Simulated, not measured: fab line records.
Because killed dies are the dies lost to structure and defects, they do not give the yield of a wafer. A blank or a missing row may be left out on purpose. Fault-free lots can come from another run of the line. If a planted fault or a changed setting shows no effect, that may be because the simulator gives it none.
A struck lot beside a sound one	flow nand harc	40 steps out of a route of 1302
Sound: these wafers, L471.1, L471.3, L471.4. Struck: wafer L484.2 (left out: L484.1, L484.3 of the same lot, which were not struck); the cause appears at the end.
Order at every step that has rows: each side's tool, ch and its chambers, its first start. Under that, the readings that differ: sound wafers	struck wafers	difference of the means	sigmas: that difference in standard deviations of wafers without a fault.
alike: a reading whose means differ by less than 2 such deviations, as well as words and numbers matching on both sides. not compared: withheld readings; readings where some wafer has no value; bounds like >300 that might hide an equal value; numbers whose values overlap and for which the record gives no deviation.
Wherever a step has rows on one side only, a row that says differs or no value, or a row with sigmas, the two part there. Numbers that don't overlap but have no deviation are shown without sigmas and don't part them. Lack of a reading on every wafer of one side parts them only where that side has two or more wafers.

first, 2 steps without rows for these wafers: NHARC_P_CONTACT_ETCH_35 (etches the open film in CF4, target depth 39 nm, time 65 s); NHARC_P_CONTACT_ETCH_36 (etches the open film in N2/H2, target depth 260 nm, time 406.25 s).
NHARC_P_CONTACT_ETCH_18: etches the open film in C4F8/O2/Ar, target depth 481 nm, time 240.5 s.
  sound: rie diel-04 ch 0,1,3; struck: rie diel-06 ch 1
reading	sound	struck	difference	sigmas
rf hours counter h (h)	5.4 9.6 9.5	4.0	-4.2	
  alike: oes product au, rf vpp V
then, 1 step without rows for these wafers: NHARC_P_CONTACT_STRIP_37 (strips in C4F8/O2/Ar).
NHARC_P_CONTACT_ETCH_31: etches the open film in CH3F/O2, target depth 30 nm, time 85.7 s.
  sound: rie diel-04 ch 1,2,3; struck: rie diel-06 ch 3
reading	sound	struck	difference	sigmas
rf hours counter h (h)	9.7 9.5 9.6	4.3	-5.3	
showerhead plenum p Torr (Torr)	2.42 2.61 2.63	2.36	-0.19	-2
  alike: drypump motor current A, oes product au, rf vpp V, throttle valve pct
NHARC_P_CONTACT_CD_MEAS_19:
  sound on cd sem-03 at day 7 11:14; struck on cd sem-01 at day 13 02:55
  alike: cd nm
then, 2 steps without rows for these wafers: NHARC_P_CONTACT_STRIP_28 (strips in O2); NHARC_P_CONTACT_STRIP_29 (strips in post etch residue remover, time 1200 s).
NHARC_P_CONTACT_DEGAS_38: time 60 s.
  sound on pvd sputter-02 at day 7 11:57; struck on pvd sputter-03 at day 13 03:38
  alike: heater power w
then, 3 steps without rows for these wafers: NHARC_P_CONTACT_PRE_CLEAN_39 (time 19.5 s); NHARC_P_CONTACT_PVD_32 (deposits Ti, target thk 5 nm, time 17.7 s); NHARC_P_CONTACT_ALD_22 (deposits TiN, target thk 3 nm, pulse time 1 s, ald cycles 150).
NHARC_P_CONTACT_CVD_23: deposits W, target thk 200 nm, time 557 s.
  sound on cvd w-02 ch 0,1, day 7 12:24; struck on cvd w-01 ch 0, day 13 04:04
reading	sound	struck	difference	sigmas
heater power outer w (W)	257 212 255	197	-44	-2
  alike: heater power w, throttle valve pct
then, 12 steps without rows for these wafers: NHARC_P_CONTACT_CMP_24 (polishes, t overpolish 30 s, target thk 200 nm); NHARC_P_CONTACT_SRD_26; NHARC_P_M0_DEP_00 (deposits SiOC, target thk 150 nm); NHARC_P_M0_DEHYDRATE_01 (time 120 s); NHARC_P_M0_HMDS_02 (time 30 s); NHARC_P_M0_COAT_33 (time 65 s); NHARC_P_M0_COAT_03 (resist thk 90 nm); NHARC_P_M0_SOFTBAKE_04 (time 55 s); NHARC_P_M0_EBR_05; NHARC_P_M0_EXPOSE_06 (exposes mask P M0, target cd 90 nm); NHARC_P_M0_PEB_07 (peb time 65 s); NHARC_P_M0_DEVELOP_08 (develop time 35 s).
NHARC_P_M0_CD_MEAS_09: target cd 90 nm.
  sound on cd sem-02 ch 0, day 7 14:27; struck on cd sem-03 ch 0, day 13 05:53
  alike: cd nm
NHARC_P_M0_OVL_MEAS_10: pitch 180 nm.
  sound on overlay-02 at day 7 14:32; struck on overlay-02 at day 13 05:59
  alike: overlay x nm, overlay y nm
then, 3 steps without rows for these wafers: NHARC_P_M0_DESCUM_14 (chemistry O2, time 3 s); NHARC_P_M0_ETCH_34 (etches the open film in N2/H2, target depth 40 nm, overetch 12 nm, time 43.94 s); NHARC_P_M0_ETCH_15 (etches the open film in C4F8/Ar, target depth 150 nm, overetch 15 nm, time 82.5 s).
NHARC_P_M0_CD_MEAS_16:
  sound on cd sem-01 at day 7 14:56; struck on cd sem-01 at day 13 06:23
reading	sound	struck	difference	sigmas
cd nm (nm)	91.0 91.5 89.9	87.8	-3.0	-2
then, 2 steps without rows for these wafers: NHARC_P_M0_STRIP_18 (strips in N2/H2); NHARC_P_M0_STRIP_19 (strips in post etch residue remover, time 600 s).
NHARC_P_M0_DEGAS_28: time 60 s.
  sound on pvd sputter-02 at day 7 15:35; struck on pvd sputter-02 at day 13 07:00
  alike: heater power w
then, 1 step without rows for these wafers: NHARC_P_M0_PRE_CLEAN_29 (time 30 s).
NHARC_P_M0_PVD_20: deposits TaN, target thk 5 nm, time 8.06 s.
  sound on pvd sputter-02; struck on pvd sputter-02
  alike: throttle valve pct
then, 3 steps without rows for these wafers: NHARC_P_M0_PVD_21 (deposits Cu, target thk 30 nm, time 20.49 s); NHARC_P_M0_ECD_22 (material Cu, target thk 400 nm); NHARC_P_M0_ANNEAL_30 (time 90 s).
-- record jumps: 19 days between struck wafers' starts before vs after; left off in module P_M0, resumes in module END, first step shown is number 1302 of the route --
NHARC_END_SORT_01:
  at this point the record logs the struck wafers (prober-02 ch 0, day 32 06:34) and has no rows for the sound ones

WHERE THEY PART
First at NHARC_P_CONTACT_ETCH_31; last, within this record, at NHARC_END_SORT_01.

WHY: what had been put in by the simulator
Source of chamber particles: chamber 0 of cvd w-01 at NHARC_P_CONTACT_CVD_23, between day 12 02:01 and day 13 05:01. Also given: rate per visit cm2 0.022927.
